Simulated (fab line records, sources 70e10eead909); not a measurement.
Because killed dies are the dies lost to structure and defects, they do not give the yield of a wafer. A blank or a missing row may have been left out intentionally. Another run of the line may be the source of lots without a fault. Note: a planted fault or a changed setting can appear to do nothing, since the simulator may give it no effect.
A lot that was struck, set against a sound lot :: flow nand-harc :: 14 steps out of a route of 1159
Sound: the wafers L418.4, L418.5, L418.6. Struck: wafer L426.6 (left out: L426.2, L426.4 of the same lot, which were not struck); the cause appears at the end.
For every step that has rows: the tool of each side, followed by ch and its chambers, followed by its first start. Under that, the readings that differ: sound wafers :: struck wafers :: difference of the means :: sigmas: that difference in standard deviations of wafers without a fault.
alike: same words and numbers on both sides, and readings whose means sit less than 2 such deviations apart. not compared: any withheld reading, any reading some wafer has no value for, any bound like >300 that may hide the same value, and any number with overlapping values for which the record gives no deviation.
A row with sigmas, a row that says differs or no value, or rows on one side alone: a step with any of these is where the two part. Non-overlapping numbers with no deviation appear without sigmas and do not part them. A reading that every wafer of one side lacks parts them only if that side has two wafers or more.

first, 1 step without rows for these wafers: NHARC_A_WL_FILL_ALD_10 (deposits SiO2, target thk 50 nm, pulse time 10 s, ald cycles 500).
NHARC_A_WL_FILL_ETCHBACK_16: etches the open film in C4F8/O2/Ar, target depth 88 nm, time 17.6 s.
  sound on rie-diel-08 ch 1,2,3; struck on rie-diel-06 ch 1
reading: rf-vpp-V (V)
sound: 728 728 719
struck: 716
difference: -9
sigmas: -2
  alike: oes-product-au
  not compared: rf-hours-counter-h
then, 1 step without rows for these wafers: NHARC_A_WL_FILL_STRIP_29 (strips in O2, time 20 s).
NHARC_A_WL_FILL_ETCHBACK_17: etches the open film in Cl2/BCl3, target depth 4 nm, time 26.7 s.
  sound on rie-metal-01 ch 0,1, day 15 17:49; struck on rie-metal-01 ch 1, day 18 03:41
  alike: drypump-motor-current-A, oes-product-au
  not compared: rf-hours-counter-h
then, 3 steps without rows for these wafers: NHARC_A_WL_FILL_PRECLEAN_18 (cleans in dHF, time 30 s); NHARC_A_WL_FILL_SRD_21; NHARC_A_WL_FILL_CVD_23 (deposits poly-Si, target thk 40 nm, time 800 s).
NHARC_A_WL_FILL_ETCHBACK_26: etches the open film in HBr, target depth 52 nm, time 13.3 s.
  sound on rie-si-06 ch 0,1, day 15 23:08; struck on rie-si-01 ch 2, day 18 08:46
reading: drypump-motor-current-A (A)
sound: 4.9 4.9 5.5
struck: 6.1
difference: +1.0
sigmas: +2
  alike: oes-product-au, throttle-valve-pct
  not compared: rf-hours-counter-h
then, 2 steps without rows for these wafers: NHARC_A_WL_FILL_PRECLEAN_30 (cleans in dHF, time 10 s); NHARC_A_WL_FILL_SRD_14.
NHARC_A_WL_FILL_ALD_19: deposits TiN, target thk 2 nm, pulse time 3 s, ald cycles 100.
  sound on ald-metal-01 ch 0,3, day 15 23:24; struck on ald-metal-04 ch 1, day 18 09:00
  alike: heater-power-outer-w, heater-power-w, precursor-pulse-height-rel
  not compared: since-wet-clean-h
NHARC_A_WL_FILL_CVD_20: deposits W, target thk 75 nm, time 5064 s.
  sound on cvd-w-02 ch 0,1; struck on cvd-w-01 ch 0
  alike: heater-power-outer-w, heater-power-w, throttle-valve-pct
  not compared: since-wet-clean-h
NHARC_A_WL_FILL_CMP_12: polishes, t overpolish 30 s, target thk 75 nm.
  sound on cmp-02 ch 0,3, day 16 04:44; struck on cmp-03 ch 0, day 18 14:41
reading: overpolish-run-s (s)
sound: 29.992 30.003 30.022
struck: 29.987
difference: -0.019
sigmas: -2

reading: time-to-endpoint-s (s)
sound: 18.8 17.4 15.6
struck: 8.9
difference: -8.4
sigmas: -4
  alike: motor-current-A
-- record jumps: 3 days between struck wafers' starts before vs after; left off in module A_WL_FILL, resumes in module END, first step shown is number 1159 of the route --
NHARC_END_SORT_01:
  sound on prober-02 ch 0, day 19 05:59; struck on prober-01 ch 0, day 21 21:52
  alike: killed-at-array, killed-at-other, killed-at-periphery, killed-dies, killed-open, killed-short

== WHERE THEY PART ==
At NHARC_A_WL_FILL_ETCHBACK_16 first; at NHARC_A_WL_FILL_CMP_12 last (within this record only). Later steps at which nothing parts them and some readings are alike: NHARC_END_SORT_01.

WHY: whatever the simulator had introduced
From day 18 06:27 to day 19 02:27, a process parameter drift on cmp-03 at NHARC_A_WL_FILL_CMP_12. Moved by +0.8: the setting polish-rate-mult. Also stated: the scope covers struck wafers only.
